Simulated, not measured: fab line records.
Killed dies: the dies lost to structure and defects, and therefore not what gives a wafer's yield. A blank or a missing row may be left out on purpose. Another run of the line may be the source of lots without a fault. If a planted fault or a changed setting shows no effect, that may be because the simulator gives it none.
A single fault, viewed from 2 desks ; flow n5-finfet ; what lay behind the numbers comes last; until then each desk has only its own

## THE TOOL OWNER'S DESK: ald-metal-03
The tool's own readings at N5_HKMG_FIN_ALD_71 (deposits TiN, target thk 1 nm, pulse time 1 s, purge time 3 s): means of the sampled wafers that have a number, for each lot that ran on this tool. If a lot's mean is further than 4 standard deviations from the usual mean, the lot is out of limits and carries the mark OUT (the distance appears in the brackets).
Columns: A = heater-power-w at N5_HKMG_FIN_ALD_71, usual 884 W; B = precursor-pulse-height-rel at N5_HKMG_FIN_ALD_71, usual 0.999
lot;first seen here;A;B
L847;day 5 02:28;895;1.006
L850;day 6 00:22;824;0.993
L853;day 6 17:50;975;1.003
L860;day 8 12:56;980;0.990
L861;day 8 15:43;902;0.988
L862;day 8 22:17;848;0.994
Finding of this desk: none of the 6 lots has anything out of limits.

## METROLOGY DESK
Lot by lot, what the gauges showed, no matter which tool ran the lot: averages of those sampled wafers that carry a number. If a lot's mean is further than 4 standard deviations from the usual mean, the lot is out of limits and carries the mark OUT (the distance appears in the brackets). Only the readings that lie furthest out on some lot appear, 7 of the 11 it has.
Columns: A = DIBL_N at N5_BEOL_M4_RC_MEAS_101, usual 36.5 mV/V; B = DIBL_P at N5_BEOL_M4_RC_MEAS_101, usual 36.9 mV/V; C = IOFF_N at N5_BEOL_M4_RC_MEAS_101, usual 0.163 nA/um; D = ION_P at N5_BEOL_M4_RC_MEAS_101, usual 462 uA/um; E = SS_N at N5_BEOL_M4_RC_MEAS_101, usual 71.6 mV/dec; F = SS_P at N5_BEOL_M4_RC_MEAS_101, usual 73.4 mV/dec; G = VT_P at N5_BEOL_M4_RC_MEAS_101, usual -250 mV
lot;first seen here;A;B;C;D;E;F;G
L845;day 4 15:26;37.5;37.0;0.173;479;71.8;73.6;-245
L847;day 4 23:59;36.9;35.7;0.163;469;71.8;72.8;-243
L848;day 5 08:41;38.0;39.1;0.177;461;71.8;73.8;-251
L850;day 5 21:32;37.2;37.1;0.172;454;72.3;73.8;-252
L853;day 6 15:43;35.8;35.5;0.149;464;71.1;73.0;-248
L860;day 8 10:44;37.1;39.1;0.186;466;72.0;73.6;-248
L861;day 8 13:28;38.2;39.5;0.175;461;72.0;73.8;-251
L862;day 8 20:08;34.5;35.9;0.136;462;71.2;73.0;-252
L863;day 9 03:13;35.8;37.2;0.154;453;71.2;73.9;-255
L864;day 9 08:21;33.2;33.4;0.122;462;70.2;72.3;-253
Finding of this desk: none of the 10 lots has anything out of limits.

## ALL TOGETHER
The desk of the tool owner found nothing out of limits.
The metrology desk saw nothing out of limits.

## WHAT HAD BEEN PUT IN BY THE SIMULATOR
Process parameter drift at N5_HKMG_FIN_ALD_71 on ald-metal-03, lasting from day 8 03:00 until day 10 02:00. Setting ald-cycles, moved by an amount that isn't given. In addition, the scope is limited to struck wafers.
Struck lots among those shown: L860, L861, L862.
